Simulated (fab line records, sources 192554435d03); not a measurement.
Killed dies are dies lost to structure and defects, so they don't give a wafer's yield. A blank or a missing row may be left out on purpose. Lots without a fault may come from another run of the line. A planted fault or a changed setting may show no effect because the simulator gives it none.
Problem report in the 8D (eight disciplines) form, filled by code | flow n5_finfet | the parts of the form that need people (team, actions taken, sign-off) are left out

1. THE PROBLEM
cd_nm at N5_BEOL_M6_CD_MEAS_11 reads a mean of 35.4 nm on 12 wafers of 4 lots; wafers without a fault read 38.7 nm with a standard deviation of 0.44. That is -7.4 standard deviations from the usual mean.
The step: target cd 38.5 nm.
First seen on wafer L617.1, day 10 01:26, on cd_sem-01. The record holds 36 wafers of 14 lots with a number at this step. Rule for "out", or "out of limits": more than 4 standard deviations from the usual mean. The other wafers with a number count as sound.

2. WHAT IT IS AND WHAT IT IS NOT
question                    | is                     | is not
which readings at this step | cd_nm                  | -
which lots                  | L617, L618, L619, L621 | L614, L616, L622, L623, L626, L630, L632, L633, L634, L635
which wafers of those lots  | all that have a number | -
read on which gauges        | cd_sem-01, cd_sem-02   | cd_sem-03
when                        | from day 10 01:26      | up to then (5 sound wafers); but 19 sound wafers of L622, L623, L626, L630, L632, L633, L634, L635 came after

3. SUSPECTS, AND WHAT RULES EACH OUT
Counting: a tool at a process step up to the reading stays a suspect if it ran every lot that is out and no sound lot after the first of them.
- the gauge at N5_BEOL_M6_CD_MEAS_11: ruled out. The wafers that are out were read on 2 gauges (cd_sem-01, cd_sem-02).
- arfi_scanner-01 at N5_BEOL_M6_EXPOSE_08 (exposes mask M6): kept. It ran every lot that is out, first L617 (day 10 01:18), and no sound lot after that; its last sound lot up to then is L616 (day 9 23:12). Its own readings are out on those wafers: exposure_dose_mJ_cm2.
Left after counting: arfi_scanner-01 at N5_BEOL_M6_EXPOSE_08.

4. THE CAUSE (what the simulator had put in)
Process parameter drift: arfi_scanner-01, from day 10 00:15 on, at N5_BEOL_M6_EXPOSE_08. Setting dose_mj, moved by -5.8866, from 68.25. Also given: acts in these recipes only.
Counting left only this tool.

5. THE CHAIN OF EFFECTS, in route order
Each row: a reading whose mean over the struck wafers that have a number lies more than 3 standard deviations from the usual. Only readings for which the record gives a usual standard deviation are gone through. hours: the time from each lot's start at the first step in this table that gives one to its start at this step, as a median over the lots. sigmas: the change in usual standard deviations.
hours | step                  | reading              | usual   | on struck wafers | change | sigmas
0     | N5_BEOL_M6_EXPOSE_08  | exposure_dose_mJ_cm2 | 68.19   | 63.83            | -4.36  | -57
0     | N5_BEOL_M6_CD_MEAS_11 | cd_nm                | 38.7 nm | 35.4             | -3.3   | -7.4
1     | N5_BEOL_M6_CD_MEAS_18 | cd_nm                | 40.3 nm | 37.1             | -3.2   | -5.5
The process steps in it:
- N5_BEOL_M6_EXPOSE_08: exposes mask M6.

6. WHAT WOULD HAVE CAUGHT IT SOONER
In this record the first reading out of limits at a measuring or inspecting step was taken at day 10 01:26, 1 hour after the fault began at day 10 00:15.
The tool's own readings at N5_BEOL_M6_EXPOSE_08 were out on every struck wafer that the step has a row for (exposure_dose_mJ_cm2): an alarm limit on them would have fired on the first of those.
Of the lots that are out (4), L618, L619, L621 began N5_BEOL_M6_EXPOSE_08 on arfi_scanner-01 after day 10 01:26. A hold on the tool at that time would have spared those 3.
